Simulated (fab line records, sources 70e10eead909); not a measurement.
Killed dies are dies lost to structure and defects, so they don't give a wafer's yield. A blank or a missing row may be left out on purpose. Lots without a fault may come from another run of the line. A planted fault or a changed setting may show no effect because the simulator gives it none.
Which tool did it? | flow nand_harc | 12 lots, 36 wafers sampled, at 4 steps of a route of 1159

WHAT THE GAUGES READ, wafer by wafer
NHARC_A_SGD_CUT_OVL_MEAS_10. Usual: overlay_x_nm 0.0 nm, standard deviation 0.75; overlay_y_nm 0.2 nm, standard deviation 0.82.
lot  | measured     | on         | overlay_x_nm (nm) | overlay_y_nm (nm) | flag
L824 | day 13 23:50 | overlay-02 | 0.4 0.6 0.6       | 0.8 0.8 0.7       |
L827 | day 14 14:13 | overlay-02 | 0.0 0.0 0.1       | 0.4 0.7 0.6       |
L830 | day 14 21:23 | overlay-01 | -0.3 -0.4 -0.2    | -1.2 -0.9 -1.0    |
L832 | day 15 10:58 | overlay-01 | -0.3 0.1 0.2      | -0.1 0.2 0.4      |
L837 | day 16 19:47 | overlay-02 | 0.1 0.4 -0.2      | 0.7 0.3 0.3       |
L838 | day 17 05:30 | overlay-02 | -0.4 -0.3 -0.3    | -1.0 -1.1 -0.7    |
L839 | day 17 07:01 | overlay-01 | 4.6 4.9 4.9       | -0.2 -0.7 -0.3    | OFF
L841 | day 18 02:11 | overlay-01 | 4.4 4.8 4.3       | 1.1 1.3 0.8       | OFF
L840 | day 18 00:14 | overlay-01 | -0.3 -0.7 -1.0    | -0.1 -0.1 0.1     |
L845 | day 18 12:13 | overlay-02 | 5.0 5.1 5.1       | -0.9 -0.7 0.0     | OFF
L847 | day 19 06:40 | overlay-02 | 4.9 5.6 5.1       | 0.3 0.2 1.0       | OFF
L846 | day 19 16:50 | overlay-02 | -1.3 -0.6 -0.5    | 1.0 1.1 1.0       |

WHICH TOOL RAN EACH LOT (tool, then ch and the chambers of the sampled wafers, then the start)
lot  | NHARC_A_STAIRCASE_DEP_325       | NHARC_A_SGD_CUT_DEP_00          | NHARC_A_SGD_CUT_EXPOSE_06
L824 | pecvd-04 ch 1,2, day 13 08:25   | pecvd-03 ch 1,2, day 13 23:09   | arfi_scanner-03 ch 0, day 13 23:36
L827 | pecvd-04 ch 0,2, day 13 21:10   | pecvd-03 ch 0,1,2, day 14 13:22 | arfi_scanner-02 ch 0, day 14 13:59
L830 | pecvd-01 ch 1,2, day 14 07:38   | pecvd-02 ch 1,2, day 14 20:35   | arfi_scanner-01 ch 0, day 14 21:09
L832 | pecvd-04 ch 0,2, day 14 21:05   | pecvd-03 ch 0,2, day 15 10:01   | arfi_scanner-03 ch 0, day 15 10:44
L837 | pecvd-02 ch 0,1,2, day 16 05:52 | pecvd-01 ch 0,2, day 16 19:04   | arfi_scanner-03 ch 0, day 16 19:32
L838 | pecvd-01 ch 1,2, day 16 16:05   | pecvd-01 ch 0,1, day 17 04:41   | arfi_scanner-03 ch 0, day 17 05:16
L839 | pecvd-04 ch 0,1,2, day 16 16:16 | pecvd-02 ch 0,1,2, day 17 06:25 | arfi_scanner-03 ch 0, day 17 06:49
L841 | pecvd-04 ch 0,1, day 17 08:12   | pecvd-01 ch 0,1, day 18 01:25   | arfi_scanner-03 ch 0, day 18 01:58
L840 | pecvd-01 ch 0,1, day 17 08:46   | pecvd-03 ch 0,2, day 17 23:25   | arfi_scanner-01 ch 0, day 18 00:00
L845 | pecvd-01 ch 0,2, day 17 21:58   | pecvd-03 ch 0,2, day 18 11:26   | arfi_scanner-03 ch 0, day 18 11:59
L847 | pecvd-04 ch 0,1,2, day 18 15:10 | pecvd-03 ch 0,1,2, day 19 05:58 | arfi_scanner-03 ch 0, day 19 06:26
L846 | pecvd-02 ch 0,1,2, day 19 01:17 | pecvd-03 ch 0,2, day 19 16:02   | arfi_scanner-01 ch 0, day 19 16:37
- NHARC_A_STAIRCASE_DEP_325: deposits SiO2, target thk 3800 nm.
- NHARC_A_SGD_CUT_DEP_00: deposits SiNx, target thk 50 nm.
- NHARC_A_SGD_CUT_EXPOSE_06: exposes mask SGD.

WHAT THE TOOLS THEMSELVES READ (means of the sampled wafers that have a number; where no wafer has one, the mark that the record gives instead)
NHARC_A_STAIRCASE_DEP_325. Usual: heater_power_w 654 W, standard deviation 86.
lot  | tool     | heater_power_w (W) | flag
L824 | pecvd-04 | 729                |
L827 | pecvd-04 | 683                |
L830 | pecvd-01 | 552                |
L832 | pecvd-04 | 707                |
L837 | pecvd-02 | 686                |
L838 | pecvd-01 | 588                |
L839 | pecvd-04 | 663                |
L841 | pecvd-04 | 751                |
L840 | pecvd-01 | 581                |
L845 | pecvd-01 | 565                |
L847 | pecvd-04 | 697                |
L846 | pecvd-02 | 614                |

NHARC_A_SGD_CUT_DEP_00. Usual: heater_power_w 689 W, standard deviation 82.
lot  | tool     | heater_power_w (W) | flag
L824 | pecvd-03 | 734                |
L827 | pecvd-03 | 688                |
L830 | pecvd-02 | 731                |
L832 | pecvd-03 | 696                |
L837 | pecvd-01 | 596                |
L838 | pecvd-01 | 702                |
L839 | pecvd-02 | 698                |
L841 | pecvd-01 | 682                |
L840 | pecvd-03 | 655                |
L845 | pecvd-03 | 742                |
L847 | pecvd-03 | 731                |
L846 | pecvd-03 | 753                |

NHARC_A_SGD_CUT_EXPOSE_06. Usual: focus_offset_nm 0.1 nm, standard deviation 0.48.
lot  | tool            | focus_offset_nm (nm) | flag
L824 | arfi_scanner-03 | 0.3                  |
L827 | arfi_scanner-02 | 0.7                  |
L830 | arfi_scanner-01 | 0.2                  |
L832 | arfi_scanner-03 | -0.1                 |
L837 | arfi_scanner-03 | -0.3                 |
L838 | arfi_scanner-03 | 0.6                  |
L839 | arfi_scanner-03 | 0.2                  |
L841 | arfi_scanner-03 | -0.4                 |
L840 | arfi_scanner-01 | 0.2                  |
L845 | arfi_scanner-03 | 0.0                  |
L847 | arfi_scanner-03 | 0.1                  |
L846 | arfi_scanner-01 | -0.4                 |

THE ANSWER, worked out from the rows above alone
Rule: a lot is off if the mean of its wafers that have a number lies more than 3 standard deviations from the usual mean. A lot without any number at a reading at which 4 lots or more have one is off too. The other lots that the step has rows for count as sound. The gauges are gone through in route order, then the tools' own readings, and for those a lot's mean is taken as printed above. The first step at which some lot is off is used, and at that step the reading that is off furthest; a lot without a number counts as furthest.
Off: L839, L841, L845, L847, at NHARC_A_SGD_CUT_OVL_MEAS_10 (overlay_x_nm).
A tool fits if, at a process step before that reading, it ran every lot that is off, and no sound lot after the first of them. The gauges at NHARC_A_SGD_CUT_OVL_MEAS_10 are tried like those tools. One fits: arfi_scanner-03 at NHARC_A_SGD_CUT_EXPOSE_06. Its last sound lot is L838 (day 17 05:16), its first lot that is off L839 (day 17 06:49): a fault that began between those two fits.

WHAT THE SIMULATOR HAD PUT IN
Scanner matching overlay: arfi_scanner-03, from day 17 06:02 on, at NHARC_A_SGD_CUT_EXPOSE_06. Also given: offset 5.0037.
Lots struck among those shown: L839, L841, L845, L847. The rule above found the same.
